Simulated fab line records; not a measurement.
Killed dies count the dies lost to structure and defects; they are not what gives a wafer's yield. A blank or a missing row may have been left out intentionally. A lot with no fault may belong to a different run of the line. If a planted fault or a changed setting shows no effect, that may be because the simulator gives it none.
The tool behind it: which one? | flow n5_finfet | 24 lots, 72 wafers sampled, at 4 steps of a route of 1938

## WHAT THE GAUGES SHOWED, per wafer
N5_FIN_CUT_CD_MEAS_08: the cd target is 29.1 nm. Usual: cd_nm at 29.05 nm, with a standard deviation of 0.25.
lot  | measured    | on        | cd_nm (nm)        | flag
L074 | day 2 03:18 | cd_sem-02 | 29.24 28.65 28.64 |
L075 | day 2 08:19 | cd_sem-02 | 28.85 28.87 28.75 |
L076 | day 2 14:40 | cd_sem-01 | 29.20 29.18 29.46 |
L077 | day 2 21:01 | cd_sem-02 | 28.93 28.84 29.18 |
L078 | day 3 02:26 | cd_sem-02 | 28.66 29.42 29.05 |
L079 | day 3 11:11 | cd_sem-02 | 29.20 29.04 29.33 |
L080 | day 3 19:25 | cd_sem-01 | 29.13 29.51 28.88 |
L081 | day 3 21:40 | cd_sem-03 | 28.58 29.00 29.24 |
L082 | day 4 03:22 | cd_sem-02 | 28.78 28.88 29.24 |
L083 | day 4 09:41 | cd_sem-01 | 29.11 29.07 29.00 |
L084 | day 4 15:14 | cd_sem-01 | 29.53 29.27 28.68 |
L085 | day 4 23:48 | cd_sem-03 | 29.22 28.77 28.92 |
L086 | day 5 04:54 | cd_sem-01 | 29.20 29.11 29.22 |
L087 | day 5 11:22 | cd_sem-01 | 29.47 28.88 29.14 |
L088 | day 5 15:34 | cd_sem-01 | 29.36 28.59 29.30 |
L089 | day 5 21:11 | cd_sem-01 | 28.71 29.28 29.11 |
L090 | day 6 02:47 | cd_sem-02 | 29.09 28.72 28.78 |
L091 | day 6 09:27 | cd_sem-03 | 29.05 28.92 29.01 |
L092 | day 6 15:33 | cd_sem-02 | 29.56 29.18 29.11 |
L093 | day 6 22:18 | cd_sem-03 | 28.99 29.48 28.72 |
L094 | day 7 03:47 | cd_sem-02 | 29.18 29.53 29.33 |
L095 | day 7 08:20 | cd_sem-01 | 29.07 28.83 28.70 |
L096 | day 7 14:42 | cd_sem-03 | 29.22 29.03 29.14 |
L097 | day 7 21:09 | cd_sem-03 | 28.90 28.74 29.14 |

N5_DUMMY_GATE_THK_MEAS_05. Usual: thk_nm at 71.7 nm, with a standard deviation of 1.2.
lot  | measured    | on            | thk_nm (nm)    | flag
L074 | day 2 18:00 | film_metro-02 | 71.4 73.0 71.4 |
L075 | day 2 23:13 | film_metro-01 | 71.5 70.7 70.1 |
L076 | day 3 05:34 | film_metro-02 | 70.0 68.4 70.8 |
L077 | day 3 11:58 | film_metro-02 | 71.1 71.3 70.1 |
L078 | day 3 17:20 | film_metro-01 | 71.8 71.0 73.0 |
L079 | day 4 01:40 | film_metro-02 | 69.9 71.1 72.9 |
L080 | day 4 09:34 | film_metro-02 | 72.7 70.7 71.1 |
L081 | day 4 12:42 | film_metro-01 | 70.7 71.4 71.9 |
L082 | day 4 17:45 | film_metro-02 | 71.8 71.9 70.8 |
L083 | day 5 02:26 | film_metro-02 | 72.8 72.8 72.5 |
L084 | day 5 07:44 | film_metro-01 | 72.2 71.6 70.5 |
L085 | day 5 14:56 | film_metro-01 | 73.3 73.6 71.3 |
L086 | day 5 19:09 | film_metro-01 | 70.3 71.3 71.7 |
L087 | day 6 01:45 | film_metro-02 | 73.4 69.7 73.0 |
L088 | day 6 05:47 | film_metro-01 | 71.0 71.5 69.9 |
L089 | day 6 11:41 | film_metro-02 | 73.0 71.8 73.3 |
L090 | day 6 19:06 | film_metro-02 | 72.8 70.7 71.6 |
L091 | day 7 01:21 | film_metro-02 | 72.1 71.3 70.9 |
L092 | day 7 05:29 | film_metro-02 | 71.8 70.4 70.5 |
L093 | day 7 12:14 | film_metro-01 | 70.0 72.7 71.4 |
L094 | day 7 18:07 | film_metro-02 | 75.0 73.4 74.2 |
L095 | day 7 22:42 | film_metro-01 | 72.6 70.8 70.8 |
L096 | day 8 06:29 | film_metro-01 | 72.5 70.4 71.3 |
L097 | day 8 13:12 | film_metro-01 | 72.3 70.5 72.8 |

## EACH LOT AND THE TOOL THAT RAN IT (in order: tool; ch and the chambers of the sampled wafers; start)
lot  | N5_FIN_CUT_ETCH_21                | N5_STI_FIN_REVEAL_STRIP_24
L074 | rie_diel-06 ch 0,1, day 2 03:31   | rie_diel-01 ch 0,1,2, day 2 10:43
L075 | rie_diel-03 ch 0,2, day 2 08:32   | rie_diel-02 ch 1,2, day 2 15:38
L076 | rie_diel-04 ch 0,1, day 2 14:53   | rie_diel-01 ch 0,2,3, day 2 22:02
L077 | rie_diel-06 ch 0,3, day 2 21:14   | rie_diel-02 ch 0,2,3, day 3 04:35
L078 | rie_diel-04 ch 0,1,2, day 3 02:54 | rie_diel-05 ch 0,2, day 3 10:00
L079 | rie_diel-03 ch 0,1,2, day 3 11:23 | rie_diel-01 ch 0,1,3, day 3 18:17
L080 | rie_diel-06 ch 0,1,3, day 3 19:38 | rie_diel-02 ch 0,2,3, day 4 02:15
L081 | rie_diel-06 ch 0,3, day 3 21:52   | rie_diel-01 ch 1,2,3, day 4 05:31
L082 | rie_diel-04 ch 0,1, day 4 03:35   | rie_diel-05 ch 0,2,3, day 4 10:32
L083 | rie_diel-03 ch 0,2,3, day 4 09:55 | rie_diel-01 ch 0,1,2, day 4 16:27
L084 | rie_diel-04 ch 0,1,2, day 4 15:27 | rie_diel-01 ch 0,1,3, day 4 23:13
L085 | rie_diel-06 ch 1,2,3, day 5 00:01 | rie_diel-02 ch 0,2, day 5 07:22
L086 | rie_diel-03 ch 0,2, day 5 05:07   | rie_diel-02 ch 0,2, day 5 11:38
L087 | rie_diel-06 ch 0,3, day 5 11:48   | rie_diel-02 ch 0,2,3, day 5 18:31
L088 | rie_diel-04 ch 1,3, day 5 15:47   | rie_diel-01 ch 1,2, day 5 22:30
L089 | rie_diel-06 ch 0,1, day 5 21:25   | rie_diel-05 ch 0,2, day 6 04:25
L090 | rie_diel-03 ch 0,3, day 6 03:17   | rie_diel-05 ch 0,1,2, day 6 10:02
L091 | rie_diel-04 ch 0,3, day 6 09:40   | rie_diel-01 ch 0,2,3, day 6 16:17
L092 | rie_diel-06 ch 1,2, day 6 15:46   | rie_diel-02 ch 0,1,3, day 6 22:17
L093 | rie_diel-03 ch 0,1,3, day 6 22:31 | rie_diel-01 ch 1,2,3, day 7 05:04
L094 | rie_diel-04 ch 0,1,2, day 7 04:00 | rie_diel-05 ch 1,2,3, day 7 10:46
L095 | rie_diel-03 ch 0,3, day 7 08:34   | rie_diel-05 ch 2,3, day 7 15:11
L096 | rie_diel-03 ch 0,3, day 7 15:11   | rie_diel-01 ch 0,2, day 7 23:12
L097 | rie_diel-03 ch 0,1,3, day 7 21:31 | rie_diel-01 ch 0,1,3, day 8 03:54
- N5_FIN_CUT_ETCH_21: etches SOC in N2/H2, target depth 219 nm, overetch 43.8 nm, time 523.5 s.
- N5_STI_FIN_REVEAL_STRIP_24: strips in N2/H2, time 90 s.

## WHAT THE TOOLS THEMSELVES READ (means of the sampled wafers that have a number; where no wafer has one, the mark that the record gives instead)
N5_FIN_CUT_ETCH_21. Usual: bias_w 61.02 W, standard deviation 0.19; drypump_motor_current_A 5.9 A, standard deviation 0.39; oes_product_au 0.70 a.u., standard deviation 0.055; rf_vpp_V 241.1 V, standard deviation 1.2; showerhead_plenum_p_Torr 2.58 Torr, standard deviation 0.073; throttle_valve_pct 17.89 %, standard deviation 0.24.
lot  | tool        | bias_w (W) | drypump_motor_current_A (A) | oes_product_au (a.u.) | rf_vpp_V (V) | showerhead_plenum_p_Torr (Torr) | throttle_valve_pct (%) | flag
L074 | rie_diel-06 | 61.00      | 5.3                         | 0.72                  | 241.9        | 2.56                            | 17.93                  |
L075 | rie_diel-03 | 60.88      | 6.0                         | 0.71                  | 241.3        | 2.59                            | 17.92                  |
L076 | rie_diel-04 | 61.11      | 6.2                         | 0.77                  | 242.0        | 2.64                            | 17.51                  |
L077 | rie_diel-06 | 60.88      | 5.8                         | 0.69                  | 240.3        | 2.47                            | 18.06                  |
L078 | rie_diel-04 | 60.95      | 6.3                         | 0.74                  | 242.1        | 2.64                            | 17.71                  |
L079 | rie_diel-03 | 61.12      | 5.9                         | 0.71                  | 240.8        | 2.59                            | 17.85                  |
L080 | rie_diel-06 | 61.03      | 5.6                         | 0.70                  | 240.3        | 2.51                            | 18.01                  |
L081 | rie_diel-06 | 61.00      | 5.6                         | 0.68                  | 241.3        | 2.50                            | 18.08                  |
L082 | rie_diel-04 | 60.97      | 6.2                         | 0.76                  | 241.1        | 2.64                            | 17.54                  |
L083 | rie_diel-03 | 61.11      | 6.1                         | 0.70                  | 241.7        | 2.57                            | 17.80                  |
L084 | rie_diel-04 | 60.98      | 6.3                         | 0.73                  | 241.3        | 2.63                            | 17.73                  |
L085 | rie_diel-06 | 60.96      | 5.6                         | 0.72                  | 238.2        | 2.49                            | 17.88                  |
L086 | rie_diel-03 | 61.28      | 5.9                         | 0.73                  | 240.5        | 2.52                            | 17.73                  |
L087 | rie_diel-06 | 61.11      | 5.6                         | 0.67                  | 240.5        | 2.49                            | 18.09                  |
L088 | rie_diel-04 | 61.07      | 6.0                         | 0.71                  | 242.2        | 2.65                            | 17.78                  |
L089 | rie_diel-06 | 61.00      | 5.4                         | 0.68                  | 240.4        | 2.53                            | 18.04                  |
L090 | rie_diel-03 | 61.09      | 6.2                         | 0.65                  | 241.5        | 2.62                            | 18.03                  |
L091 | rie_diel-04 | 60.69      | 5.8                         | 0.78                  | 241.4        | 2.61                            | 17.65                  |
L092 | rie_diel-06 | 61.11      | 5.4                         | 0.74                  | 239.1        | 2.50                            | 17.77                  |
L093 | rie_diel-03 | 60.86      | 6.1                         | 0.65                  | 241.1        | 2.62                            | 17.97                  |
L094 | rie_diel-04 | 60.97      | 6.3                         | 0.71                  | 242.3        | 2.63                            | 17.75                  |
L095 | rie_diel-03 | 61.01      | 6.3                         | 0.64                  | 241.0        | 2.61                            | 17.92                  |
L096 | rie_diel-03 | 61.16      | 6.2                         | 0.64                  | 241.2        | 2.62                            | 18.06                  |
L097 | rie_diel-03 | 61.00      | 6.1                         | 0.64                  | 241.5        | 2.62                            | 17.98                  |

N5_STI_FIN_REVEAL_STRIP_24. Usual: drypump_motor_current_A 5.9 A, standard deviation 0.6; oes_product_au 0.79 a.u., standard deviation 0.082; rf_vpp_V 45.3 V, standard deviation 0.86; showerhead_plenum_p_Torr 3.39 Torr, standard deviation 0.13; throttle_valve_pct 12.15 %, standard deviation 0.21.
lot  | tool        | drypump_motor_current_A (A) | oes_product_au (a.u.) | rf_vpp_V (V) | showerhead_plenum_p_Torr (Torr) | throttle_valve_pct (%) | flag
L074 | rie_diel-01 | 6.0                         | 0.80                  | 45.2         | 3.41                            | 12.12                  |
L075 | rie_diel-02 | 5.9                         | 0.82                  | 44.8         | 3.37                            | 12.21                  |
L076 | rie_diel-01 | 5.6                         | 0.82                  | 45.6         | 3.32                            | 12.02                  |
L077 | rie_diel-02 | 6.0                         | 0.77                  | 44.6         | 3.38                            | 12.20                  |
L078 | rie_diel-05 | 5.6                         | 0.73                  | 45.1         | 3.48                            | 12.41                  |
L079 | rie_diel-01 | 6.0                         | 0.85                  | 45.6         | 3.42                            | 11.99                  |
L080 | rie_diel-02 | 6.0                         | 0.76                  | 45.1         | 3.38                            | 12.21                  |
L081 | rie_diel-01 | 5.4                         | 0.84                  | 45.2         | 3.38                            | 12.05                  |
L082 | rie_diel-05 | 5.8                         | 0.73                  | 45.4         | 3.39                            | 12.37                  |
L083 | rie_diel-01 | 5.9                         | 0.79                  | 44.9         | 3.40                            | 12.16                  |
L084 | rie_diel-01 | 6.0                         | 0.84                  | 46.2         | 3.42                            | 12.04                  |
L085 | rie_diel-02 | 6.1                         | 0.76                  | 45.6         | 3.47                            | 12.04                  |
L086 | rie_diel-02 | 6.1                         | 0.75                  | 44.4         | 3.47                            | 12.04                  |
L087 | rie_diel-02 | 6.0                         | 0.85                  | 45.9         | 3.50                            | 12.05                  |
L088 | rie_diel-01 | 5.3                         | 0.77                  | 45.2         | 3.35                            | 12.23                  |
L089 | rie_diel-05 | 5.6                         | 0.71                  | 44.9         | 3.47                            | 12.47                  |
L090 | rie_diel-05 | 5.9                         | 0.71                  | 44.2         | 3.44                            | 12.31                  |
L091 | rie_diel-01 | 5.6                         | 0.79                  | 45.2         | 3.30                            | 12.09                  |
L092 | rie_diel-02 | 6.3                         | 0.88                  | 45.9         | 3.55                            | 11.90                  |
L093 | rie_diel-01 | 5.4                         | 0.80                  | 45.7         | 3.37                            | 12.12                  |
L094 | rie_diel-05 | 6.1                         | 0.72                  | 46.2         | 3.36                            | 12.24                  |
L095 | rie_diel-05 | 5.8                         | 0.73                  | 45.3         | 3.39                            | 12.40                  |
L096 | rie_diel-01 | 5.5                         | 0.73                  | 45.6         | 3.27                            | 12.27                  |
L097 | rie_diel-01 | 6.0                         | 0.81                  | 45.9         | 3.40                            | 12.09                  |

## THE ANSWER, worked out from the rows above alone
Rule: lot off if the mean of its wafers having a number is beyond 3 standard deviations from the usual mean. Also off: a lot with no number at a reading for which 4 or more lots have one. Any other lot the step has rows for is counted as sound. After the gauges, taken in route order, come the tools' own readings; for these a lot's mean is taken, as printed above. The first step at which some lot is off is used, and at that step the reading that is off furthest; a lot without a number counts as furthest.
No lot is off on any of the readings shown, so nothing can be concluded from this.

## WHAT WAS PUT IN BY THE SIMULATOR
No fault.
